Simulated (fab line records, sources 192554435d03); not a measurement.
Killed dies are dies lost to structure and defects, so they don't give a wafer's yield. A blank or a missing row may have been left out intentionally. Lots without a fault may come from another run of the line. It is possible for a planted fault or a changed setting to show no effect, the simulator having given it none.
Comparing a struck lot with a sound one ; flow n5_finfet ; 15 steps out of a route of 1938
Sound: the wafers L578.2, L578.4, L578.5. Struck: wafer L593.6; the same lot's L593.2 was not struck, so it is left out; see the end for the cause.
Order at every step that has rows: each side's tool, ch and its chambers, its first start. Under that, the readings that differ: sound wafers ; struck wafers ; difference of the means ; sigmas: that difference in standard deviations of wafers without a fault.
alike: readings whose means differ by less than 2 such deviations, and words and numbers that are the same on both sides. not compared: withheld readings, readings that some wafer has no value for, bounds like >300 that may hide the same value, and numbers for which the record gives no deviation and whose values overlap.
A row with sigmas, a row that says differs or no value, or rows on one side alone: a step with any of these is where the two part. Numbers that don't overlap but have no deviation are shown without sigmas and don't part them. A reading that every wafer of one side lacks parts them only if that side has two wafers or more.

first, 4 steps without rows for these wafers: N5_MOL_CONTACT_COAG_SOFTBAKE_79 (time 60 s); N5_MOL_CONTACT_COAG_EXPOSE_81 (exposes mask VG, defocus 0 nm); N5_MOL_CONTACT_COAG_PEB_82 (peb time 60 s); N5_MOL_CONTACT_COAG_DEVELOP_83 (develop time 30 s).
N5_MOL_CONTACT_COAG_CD_MEAS_84: the cd target is 25.1 nm.
  sound on cd_sem-01 ch 0, day 5 13:46; struck on cd_sem-03 ch 0, day 9 00:58
  alike: cd_nm
N5_MOL_CONTACT_COAG_OVL_MEAS_85:
  sound on overlay-02 ch 0, day 5 13:48; struck on overlay-01 ch 0, day 9 01:00
reading;sound;struck;difference;sigmas
VG_OVL (nm);0.2 1.0 0.4;-1.6;-2.1;-3
N5_MOL_CONTACT_COAG_INSPECT_57: inspects for defects (brightfield).
  sound on defect_inspect-01 at day 5 13:51; struck on defect_inspect-02 at day 9 01:03
reading;sound;struck;difference;sigmas
raw_defect_count;150 163 224;73;-106;-2
N5_MOL_CONTACT_COAG_DESCUM_88: chemistry O2, time 7 s.
  sound on rie_diel-06 ch 1,2, day 5 13:53; struck on rie_diel-05 ch 2, day 9 01:05
  alike: bias_power_w, drypump_motor_current_A, oes_product_au, rf_vpp_V, showerhead_plenum_p_Torr, throttle_valve_pct
  not compared: rf_hours_counter_h
N5_MOL_CONTACT_COAG_ETCH_89: etches underlayer in N2/H2, target depth 13 nm, time 10.4 s.
  sound on rie_diel-06 ch 1,2, day 5 13:55; struck on rie_diel-05 ch 2, day 9 01:07
reading;sound;struck;difference;sigmas
rf_vpp_V (V);519.7 522.2 524.1;526.9;+4.9;+2
  alike: bias_w, drypump_motor_current_A, etch_rf_on_time_s, oes_product_au, showerhead_plenum_p_Torr, throttle_valve_pct
  not compared: rf_hours_counter_h
N5_MOL_CONTACT_COAG_ETCH_90: etches SiARC in CF4, target depth 13 nm, time 21.7 s.
  sound on rie_diel-06 ch 1,2, day 5 13:56; struck on rie_diel-05 ch 2, day 9 01:08
  alike: bias_w, drypump_motor_current_A, etch_rf_on_time_s, oes_product_au, rf_vpp_V, showerhead_plenum_p_Torr, throttle_valve_pct
  not compared: rf_hours_counter_h
N5_MOL_CONTACT_COAG_ALD_131: deposits SiO2, target thk 5 nm, pulse time 1 s, co reactant pulse time 1 s.
  sound on ald_sin-04 ch 0,1,3, day 5 14:01; struck on ald_sin-04 ch 0, day 9 01:32
  alike: heater_power_w, precursor_pulse_height_rel
N5_MOL_CONTACT_COAG_ETCHBACK_132: etches SiO2 in CHF3, target depth 10 nm, time 6.7 s.
  sound on rie_diel-06 ch 0,1,2, day 5 14:12; struck on rie_diel-05 ch 1, day 9 01:43
reading;sound;struck;difference;sigmas
bias_w (W);170.6 170.7 170.9;169.2;-1.5;-3
  alike: drypump_motor_current_A, oes_ar_750_au, oes_product_au, rf_vpp_V, showerhead_plenum_p_Torr, throttle_valve_pct
  not compared: rf_hours_counter_h
N5_MOL_CONTACT_COAG_ETCH_91: etches SOC in N2/H2, target depth 60 nm, overetch 21 nm, time 101.2 s.
  sound on rie_diel-06 ch 0,1,2, day 5 14:14; struck on rie_diel-05 ch 1, day 9 01:44
reading;sound;struck;difference;sigmas
model.SiARC_of_MOL_CONTACT_COAG_COAT_76.thk_nm (nm);5.8 5.8 6;6.4;+0.5;
  alike: bias_w, drypump_motor_current_A, oes_product_au, rf_vpp_V, showerhead_plenum_p_Torr, throttle_valve_pct
  not compared: rf_hours_counter_h
then, 1 step without rows for these wafers: N5_MOL_CONTACT_COAG_STRIP_92 (strips in N2/H2).
-- the record jumps here: 3 days lie between the struck wafers' starts before and after (it left off in module MOL_CONTACT_COAG and takes up again in module BEOL_M4, whose first step shown is number 1111 of the route) --
N5_BEOL_M4_RC_MEAS_101:
  sound on prober-01 ch 0, day 8 03:08; struck on prober-01 ch 0, day 11 22:40
  alike: DIBL_N, DIBL_P, IOFF_N, IOFF_P, ION_N, ION_P, SS_N, SS_P, VT_N, VT_P

WHERE THEY PART
Earliest at N5_MOL_CONTACT_COAG_OVL_MEAS_85; latest, in this record, at N5_MOL_CONTACT_COAG_ETCHBACK_132. Later steps at which nothing parts them and some readings are alike: N5_MOL_CONTACT_COAG_ETCH_91, N5_BEOL_M4_RC_MEAS_101.

WHY: whatever the simulator had introduced
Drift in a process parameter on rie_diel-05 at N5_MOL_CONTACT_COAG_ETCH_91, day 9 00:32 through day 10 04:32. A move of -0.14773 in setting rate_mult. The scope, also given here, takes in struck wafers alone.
